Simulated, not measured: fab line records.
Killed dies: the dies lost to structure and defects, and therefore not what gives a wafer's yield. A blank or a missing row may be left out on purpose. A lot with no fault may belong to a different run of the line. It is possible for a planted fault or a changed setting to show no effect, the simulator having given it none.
Comparing a struck lot with a sound one + flow nand-harc + 32 steps out of a route of 1302
Sound: wafers L511.4, L511.5, L511.6. Struck: wafer L516.2. The cause comes at the end.
Order at every step that has rows: each side's tool, ch and its chambers, its first start. Under that, the readings that differ: sound wafers + struck wafers + difference of the means + sigmas: that difference in standard deviations of wafers without a fault.
alike: readings with means less than 2 such deviations apart, plus words and numbers identical on both sides. not compared: withheld readings, readings lacking a value on some wafer, bounds such as >300 that could conceal the same value, and numbers that have no deviation in the record and whose values overlap.
A row with sigmas, a row that says differs or no value, or rows on one side alone: a step with any of these is where the two part. Numbers that don't overlap but have no deviation are shown without sigmas and don't part them. Lack of a reading on every wafer of one side parts them only where that side has two or more wafers.

first, 6 steps without rows for these wafers: NHARC_P_STI_COAT_03 (resist thk 600 nm); NHARC_P_STI_SOFTBAKE_04 (time 70 s); NHARC_P_STI_EBR_05; NHARC_P_STI_EXPOSE_06 (exposes mask P STI, target cd 200 nm); NHARC_P_STI_PEB_07 (peb time 80 s); NHARC_P_STI_DEVELOP_08 (time 50 s).
NHARC_P_STI_CD_MEAS_09: the cd target is 200 nm.
  sound on cd-sem-02 ch 0, day 5 07:07; struck on cd-sem-02 ch 0, day 7 09:04
| reading    | sound             | struck | difference | sigmas |
|------------|-------------------|--------|------------|--------|
| cd-nm (nm) | 199.7 198.8 202.2 | 206.7  | +6.5       | +2     |
NHARC_P_STI_OVL_MEAS_10:
  sound: overlay-02 at day 5 07:12; struck: overlay-02 at day 7 09:09
  alike: overlay-x-nm, overlay-y-nm
NHARC_P_STI_INSPECT_11:
  sound: defect-inspect-01 at day 5 07:14; struck: defect-inspect-02 at day 7 09:11
| reading          | sound | struck | difference | sigmas |
|------------------|-------|--------|------------|--------|
| raw-defect-count | 4 7 4 | 11     | +6         | +2     |
then, 1 step without rows for these wafers: NHARC_P_STI_HARDBAKE_13 (time 65 s).
NHARC_P_STI_DESCUM_14: chemistry O2, time 3 s.
  sound on rie-diel-10 ch 1,2,3, day 5 07:23; struck on rie-diel-04 ch 3, day 7 09:20
  alike: drypump-motor-current-A, oes-product-au, rf-vpp-V, showerhead-plenum-p-Torr, throttle-valve-pct
  not compared: rf-hours-counter-h
NHARC_P_STI_ETCH_42: etches the open film in N2/H2, target depth 80 nm, overetch 24 nm, time 61 s.
  sound on rie-diel-10 ch 0,1,2, day 5 07:28; struck on rie-diel-04 ch 1, day 7 09:25
  alike: drypump-motor-current-A, oes-product-au, rf-fwd-power-W, rf-vpp-V, showerhead-plenum-p-Torr, throttle-valve-pct
  not compared: rf-hours-counter-h
NHARC_P_STI_ETCH_31: etches the open film in CF4/CHF3, target depth 108.9 nm, time 54.5 s.
  sound on rie-diel-10 ch 1,2,3, day 5 07:32; struck on rie-diel-04 ch 0, day 7 09:30
  alike: drypump-motor-current-A, oes-product-au, rf-fwd-power-W, rf-vpp-V, showerhead-plenum-p-Torr, throttle-valve-pct
  not compared: rf-hours-counter-h
NHARC_P_STI_ETCH_15: etches the open film in HBr/Cl2, target depth 300 nm, time 100.1 s.
  sound on rie-si-05 ch 0,2,3, day 5 07:40; struck on rie-si-01 ch 1, day 7 09:36
  alike: drypump-motor-current-A, oes-product-au, rf-fwd-power-W, throttle-valve-pct
  not compared: rf-hours-counter-h
NHARC_P_STI_CD_MEAS_16:
  sound: cd-sem-03 at day 5 07:49; struck: cd-sem-03 at day 7 09:46
  alike: cd-nm
NHARC_P_STI_OCD_MEAS_17:
  sound: ocd-02 at day 5 07:54; struck: ocd-02 at day 7 09:51
| reading                | sound       | struck | difference | sigmas |
|------------------------|-------------|--------|------------|--------|
| trench-foot-cd-nm (nm) | 159 157 161 | 166    | +7         | +2     |
  alike: trench-depth-nm
then, 3 steps without rows for these wafers: NHARC_P_STI_STRIP_19 (strips in SPM, time 900 s); NHARC_P_STI_PRECLEAN_32 (cleans in SC1); NHARC_P_STI_SRD_23.
NHARC_P_STI_OCD_MEAS_43:
  sound: ocd-01 at day 5 08:24; struck: ocd-01 at day 7 10:28
| reading                | sound       | struck | difference | sigmas |
|------------------------|-------------|--------|------------|--------|
| trench-foot-cd-nm (nm) | 159 158 160 | 166    | +7         | +2     |
  alike: trench-depth-nm
then, 3 steps without rows for these wafers: NHARC_P_STI_OXIDE_33 (material SiO2, target thk 10 nm, ox time 281 s); NHARC_P_STI_HDPCVD_20 (deposits SiO2); NHARC_P_STI_ANNEAL_34 (time 1800 s).
NHARC_P_STI_CMP_21: polishes, t overpolish 20 s, target thk 380.67 nm.
  sound on cmp-04 ch 2,3, day 6 03:41; struck on cmp-04 ch 3, day 8 04:08
  alike: motor-current-A, overpolish-run-s
then, 7 steps without rows for these wafers: NHARC_P_STI_SRD_35; NHARC_P_STI_ETCH_36 (etches SiO2 in dHF, target depth 38.8 nm); NHARC_P_STI_STRIP_24 (strips Si3N4 in H3PO4); NHARC_P_STI_ETCH_37 (etches SiO2 in dHF, target depth 11 nm); NHARC_P_STI_PRECLEAN_38 (cleans in SC1); NHARC_P_STI_SRD_39; NHARC_P_STI_OXIDE_40 (material SiO2, target thk 10 nm, ox time 1362 s).
-- the record jumps here: 23 days lie between the struck wafers' starts before and after (it left off in module P_STI and takes up again in module END, whose first step shown is number 1302 of the route) --
NHARC_END_SORT_01:
  the record has rows for the struck wafers here (prober-02 ch 0, day 30 18:54) and none for the sound ones

== WHERE THEY PART ==
Earliest at NHARC_P_STI_CD_MEAS_09; latest, in this record, at NHARC_END_SORT_01.

WHY: what had been put in by the simulator
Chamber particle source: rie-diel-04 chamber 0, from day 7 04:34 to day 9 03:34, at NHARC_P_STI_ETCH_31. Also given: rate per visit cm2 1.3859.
